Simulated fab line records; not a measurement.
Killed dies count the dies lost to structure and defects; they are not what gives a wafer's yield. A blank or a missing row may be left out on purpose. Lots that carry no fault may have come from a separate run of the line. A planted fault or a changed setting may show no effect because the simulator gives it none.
Which tool is to blame?    flow nand-harc    Sampling: 6 lots, 18 wafers, 3 of 1302 route steps

WHAT THE GAUGES READ, wafer by wafer
NHARC_A_ONON_D1_THK_MEAS_02: measures by ellipsometry.
lot   measured      on             thk-nm (nm)
L146  day 10 03:17  film-metro-01  1002 1003 1003
L147  day 10 20:34  film-metro-02  1013 1015 1014
L150  day 12 04:40  film-metro-02  989 987 989
L153  day 12 22:23  film-metro-01  997 995 995
L160  day 15 23:11  film-metro-02  1349 1347 993 1349 1347 994
L163  day 17 06:59  film-metro-02  1004 1007 1003

EACH LOT AND THE TOOL THAT RAN IT (in order: tool; ch and the chambers of the sampled wafers; start)
lot   NHARC_A_ZERO_WELL_ETCH_13         NHARC_A_ONON_D1_DEP_00
L146  rie-si-05 ch 0,1,3, day 9 05:04   pecvd-onon-02 ch 0, day 10 02:46
L147  rie-si-05 ch 0,2,3, day 9 20:03   pecvd-onon-02 ch 0, day 10 20:11
L150  rie-si-05 ch 0,2,3, day 11 08:49  pecvd-onon-04 ch 0, day 12 04:12
L153  rie-si-01 ch 1,2,3, day 12 01:14  pecvd-onon-03 ch 0, day 12 21:53
L160  rie-si-01 ch 2,3, day 14 23:13    pecvd-onon-02 ch 0, day 15 22:43
L163  rie-si-04 ch 1,2,3, day 16 10:52  pecvd-onon-03 ch 0, day 17 06:28
- NHARC_A_ZERO_WELL_ETCH_13: etches the open film in HBr/Cl2, target depth 120 nm, time 40.1 s.
- NHARC_A_ONON_D1_DEP_00: target thk 1000 nm.

THE ANSWER, worked out from the rows above alone
Rule: usual is defined by the lots themselves. Put in order of their means at a reading, lots are off if they are a third of the lots or fewer, leave a main group of 4 or more, and stand apart from it by a gap of 3 or more times the standard deviation of the main group's means; of several such gaps the widest counts. A main group is skipped when, at the precision printed for the reading in the tables above, its means are all equal. Also off: a lot with no number at a reading for which 4 or more lots have one. Any other lot the step has rows for is counted as sound.
Off: L160 (NHARC_A_ONON_D1_THK_MEAS_02, thk-nm). The main group: mean 1001 nm, standard deviation 8.6.
A tool fits if, at a process step before that reading, it ran every lot that is off, and no sound lot after the first of them. Gauges at NHARC_A_ONON_D1_THK_MEAS_02: tried the same way as those tools. Can't be told from this: 2 tools fit, rie-si-01 at NHARC_A_ZERO_WELL_ETCH_13, pecvd-onon-02 at NHARC_A_ONON_D1_DEP_00.

WHAT THE SIMULATOR PUT IN
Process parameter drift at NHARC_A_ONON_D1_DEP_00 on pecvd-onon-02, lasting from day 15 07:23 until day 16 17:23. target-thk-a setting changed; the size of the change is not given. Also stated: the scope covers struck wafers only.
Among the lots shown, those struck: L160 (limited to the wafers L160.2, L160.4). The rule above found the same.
